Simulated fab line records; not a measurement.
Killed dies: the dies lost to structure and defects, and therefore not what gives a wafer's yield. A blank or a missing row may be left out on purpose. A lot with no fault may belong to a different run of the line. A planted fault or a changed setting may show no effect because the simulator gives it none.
A single fault, viewed from 3 desks -- flow n5-finfet -- what lay behind the numbers comes last; until then each desk has only its own

== THE DEFECT DESK ==
Counts from the inspections along the route, per lot, as means over the sampled wafers that have a number. Marked OUT: a lot whose mean sits more than 4 standard deviations from the usual mean, which makes it out of limits; the brackets give that distance.
Columns: A = raw-defect-count at N5_BEOL_M1_INSPECT_13, usual 457
lot,first seen here,A
L123,day 8 02:20,472
L125,day 8 16:29,385
L126,day 9 06:36,426
L127,day 9 10:31,369
L129,day 9 12:23,540
L138,day 11 22:50,456
This desk found nothing out of limits on any of the 6 lots.

== THE TOOL OWNER'S DESK: rie-diel-05 ==
The tool's own readings at N5_BEOL_M1_ETCH_64 (etches SOC in N2/H2, target depth 75 nm, overetch 15 nm, time 112.5 s): means of the sampled wafers that have a number, for each lot that ran on this tool. Marked OUT: a lot whose mean sits more than 4 standard deviations from the usual mean, which makes it out of limits; the brackets give that distance. It has 9 readings, of which 7 appear: the earliest out of limits, and the ones furthest out on some lot.
Columns: A = bias-w at N5_BEOL_M1_ETCH_64, usual 150.0 W; B = drypump-motor-current-A at N5_BEOL_M1_ETCH_64, usual 5.9 A; C = h2-flow-sccm at N5_BEOL_M1_ETCH_64, usual 200.0 sccm; D = rf-fwd-power-W at N5_BEOL_M1_ETCH_64, usual 836.8 W; E = rf-vpp-V at N5_BEOL_M1_ETCH_64, usual 523 V; F = showerhead-plenum-p-Torr at N5_BEOL_M1_ETCH_64, usual 2.51 Torr; G = throttle-valve-pct at N5_BEOL_M1_ETCH_64, usual 17.76 %
lot,first seen here,A,B,C,D,E,F,G
L123,day 8 02:28,149.7,5.8,200.1,836.9,525,2.57,18.20
L125,day 8 16:36,150.4,5.7,199.5,834.7,520,2.39,18.09
L127,day 9 10:48,110.6 (-80) OUT,5.8,199.3,834.8,429 (-31) OUT,2.47,18.02
L129,day 9 12:32,110.1 (-81) OUT,5.5,199.6,834.2,428 (-32) OUT,2.43,18.02
This desk's finding: out of limits on L127, L129; first on L127, day 9 10:48 (bias-w at N5_BEOL_M1_ETCH_64). L123, L125 stayed within limits.

== FROM THE METROLOGY DESK ==
What the gauges read, lot by lot, whatever tool the lot ran on: means of the sampled wafers that have a number. Marked OUT: a lot whose mean sits more than 4 standard deviations from the usual mean, which makes it out of limits; the brackets give that distance. 7 of its 12 readings are shown, namely those furthest out on some lot.
Columns: A = M1_OVL at N5_BEOL_M1_OVL_MEAS_12, usual -0.6 nm; B = DIBL_N at N5_BEOL_M4_RC_MEAS_101, usual 36.2 mV/V; C = DIBL_P at N5_BEOL_M4_RC_MEAS_101, usual 36.1 mV/V; D = IOFF_P at N5_BEOL_M4_RC_MEAS_101, usual 0.22 nA/um; E = ION_N at N5_BEOL_M4_RC_MEAS_101, usual 675 uA/um; F = ION_P at N5_BEOL_M4_RC_MEAS_101, usual 465 uA/um; G = VT_P at N5_BEOL_M4_RC_MEAS_101, usual -249 mV
lot,first seen here,A,B,C,D,E,F,G
L123,day 8 02:16,-0.3,37.2,38.8,0.27,689,473,-245
L125,day 8 16:24,-0.9,37.1,36.2,0.20,685,466,-250
L126,day 9 06:31,-1.5,32.3,31.6,0.19,654,464,-249
L127,day 9 10:25,-1.0,35.2,37.1,0.26,687,482,-245
L129,day 9 12:18,-0.2,35.9,34.3,0.20,673,465,-248
L138,day 11 22:44,0.1,33.8,33.7,0.16,670,455,-255
This desk found nothing out of limits on any of the 6 lots.

== BROUGHT TOGETHER ==
On L127, L129, at day 9 10:48, an alarm was possible from the tool owner's desk.
No out-of-limits result turned up at the defect desk.
The metrology desk saw nothing out of limits.
The defect desk has L127, L129 on record, within its limits.
The metrology desk has L127, L129 on record, within its limits.
All the named lots went through N5_BEOL_M1_ETCH_64 on rie-diel-05.

== WHAT THE SIMULATOR PUT IN ==
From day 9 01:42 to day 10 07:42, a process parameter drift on rie-diel-05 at N5_BEOL_M1_ETCH_64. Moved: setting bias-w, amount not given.
Struck lots among those shown: L127, L129.
Time in hours from fault onset to the first out-of-limits reading at each desk: the tool owner's desk, 9.
